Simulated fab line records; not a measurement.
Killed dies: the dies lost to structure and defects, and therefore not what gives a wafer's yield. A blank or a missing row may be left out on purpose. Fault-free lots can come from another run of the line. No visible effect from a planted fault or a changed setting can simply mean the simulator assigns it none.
Split-lot trial ; flow n5_finfet ; 21 wafers read across 7 lots, on a route 1938 steps long

## ABOUT THE SPLIT
At N5_BEOL_M2_TRENCH_ETCH_37 (etches SiOC in C4F6/O2, target depth 55.555 nm, time 29.2 s), the setting time_s was moved away from the recipe's 29.2 s on 8 of the 21 wafers read, by -18.5% to +10.5%. The other wafers ran this setting at the recipe's value.

## FROM THE SPLIT TO THE READING: what the file shows between them, 5 steps
- N5_BEOL_M2_ALD_84: deposits TaN, pulse time 2 s, purge time 3 s, co reactant purge time 2 s (also split here: ald_cycles)
- N5_BEOL_M2_SURFACE_TREAT_85
- N5_BEOL_M2_CVD_47: deposits Co from CCTBA/H2, target thk 3 nm, time 223.8 s
- N5_BEOL_M2_ECD_50: material Cu, target thk 300 nm
- N5_BEOL_M2_ANNEAL_51: time 90 s

## THE READING
Cu_of_BEOL_M2_ECD_50.thk_nm (the simulator's own value, which no gauge read), in nm, at N5_BEOL_M2_CMP_52 (polishes, stops on SiOC, t overpolish 6.8 s, target thk 40 nm). No usual value for it is given in the file. Average 39.8 nm, standard deviation 1 nm, over the 13 wafers here run with the recipe.

wafer;tool, chamber at the split;time_s as run, s;against the recipe;Cu_of_BEOL_M2_ECD_50.thk_nm, nm;against lot-mates on the recipe
L074.1;rie_diel-04, 1;32.26;+10.5%;48.2;+6.6
L074.2;rie_diel-04, 3;32.26;+10.5%;45.4;+3.8
L074.4;rie_diel-04, 2;29.2;recipe;41.6;-
L076.1;rie_diel-02, 2;29.2;recipe;40.6;-
L076.4;rie_diel-02, 3;29.2;recipe;40.2;-
L076.3;rie_diel-02, 1;25.25;-13.5%;31.6;-8.8
L078.4;rie_diel-02, 1;27.11;-7.2%;35.4;no lot-mate on the recipe
L078.3;rie_diel-02, 3;27.11;-7.2%;34.8;no lot-mate on the recipe
L078.2;rie_diel-02, 2;27.11;-7.2%;34;no lot-mate on the recipe
L082.3;rie_diel-02, 0;29.2;recipe;39.2;-
L082.5;rie_diel-02, 1;29.2;recipe;41.4;-
L082.6;rie_diel-02, 2;29.2;recipe;38.8;-
L090.1;rie_diel-04, 3;29.2;recipe;38.4;-
L090.6;rie_diel-04, 3;29.2;recipe;38.4;-
L090.4;rie_diel-04, 0;29.2;recipe;39.6;-
L089.1;rie_diel-02, 1;29.2;recipe;40.6;-
L089.2;rie_diel-02, 0;29.2;recipe;40.2;-
L089.5;rie_diel-02, 1;23.81;-18.5%;29.6;-10.8
L094.2;rie_diel-04, 3;29.2;recipe;38.8;-
L094.4;rie_diel-04, 3;29.2;recipe;39.8;-
L094.5;rie_diel-04, 3;26.8;-8.2%;34.4;-4.9

FIT RESULTS
A straight line over all 21 wafers: Cu_of_BEOL_M2_ECD_50.thk_nm changes by +0.622 nm for each +1% of time_s; r = +0.97; the points scatter about the line by 1.1 nm.
The same after taking each lot's own level away (the mean of its wafers on the recipe; 18 wafers): +0.573 nm for each +1%; r = +0.98; scatter 0.84 nm.
On that fit, the largest move of time_s shifts the reading by 11 nm.
The lots' own levels span 38.80 to 41.60 nm, that is 2.7 times the standard deviation above.
So the lot-to-lot level changes the slope little: the two slopes agree.
Check: with one of the wafers moved furthest among these (-18.5%) left out of the fit, the line predicts -10.7 nm for it against its lot-mates. Against them it came out at -10.8 nm.

## FURTHER SPLITS ON THESE WAFERS
These wafers also went through other splits before the reading. Each is held against what the fit with the lots' levels taken away leaves over:
other split on the same wafers;wafers away from the commonest value;r with Cu_of_BEOL_M2_ECD_50.thk_nm (lot level and that fit taken away)
N5_BEOL_M0_SAQP_ETCH_107 bias_w;6;-0.10
N5_BEOL_M1_ILD_DEP_00 time_s;6;+0.00
N5_BEOL_M1_COAT_62 spin_rpm;7;-0.12
N5_BEOL_M2_COAT_73 spin_rpm;8;-0.34
N5_BEOL_M2_EXPOSE_08 dose_mj;5;+0.01
N5_BEOL_M2_ALD_84 ald_cycles;4;-0.02

## THE WHOLE CHAIN: every reading that the file lists as answering this split, in the file's order
step;what it does;reading;change (the file's fit);r (the file's)
N5_BEOL_M2_TRENCH_ETCH_37;etches SiOC in C4F6/O2, target depth 55.555 nm, time 29.2 s;etch.depth_nm (the simulator's own value, which no gauge read);+0.543 nm for each +1% of the setting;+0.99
N5_BEOL_M2_TRENCH_ETCH_37;etches SiOC in C4F6/O2, target depth 55.555 nm, time 29.2 s;BEOL_M2.feature_depth_nm (the simulator's own value, which no gauge read);+0.542 nm for each +1% of the setting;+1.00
N5_BEOL_M2_CMP_52;polishes, stops on SiOC, t overpolish 6.8 s, target thk 40 nm;Cu_of_BEOL_M2_ECD_50.thk_nm (the simulator's own value, which no gauge read);+0.589 nm for each +1% of the setting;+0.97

## THE FILE'S OWN FIT
Cu_of_BEOL_M2_ECD_50.thk_nm changes by +0.589 nm for each +1% of time_s, r = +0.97.
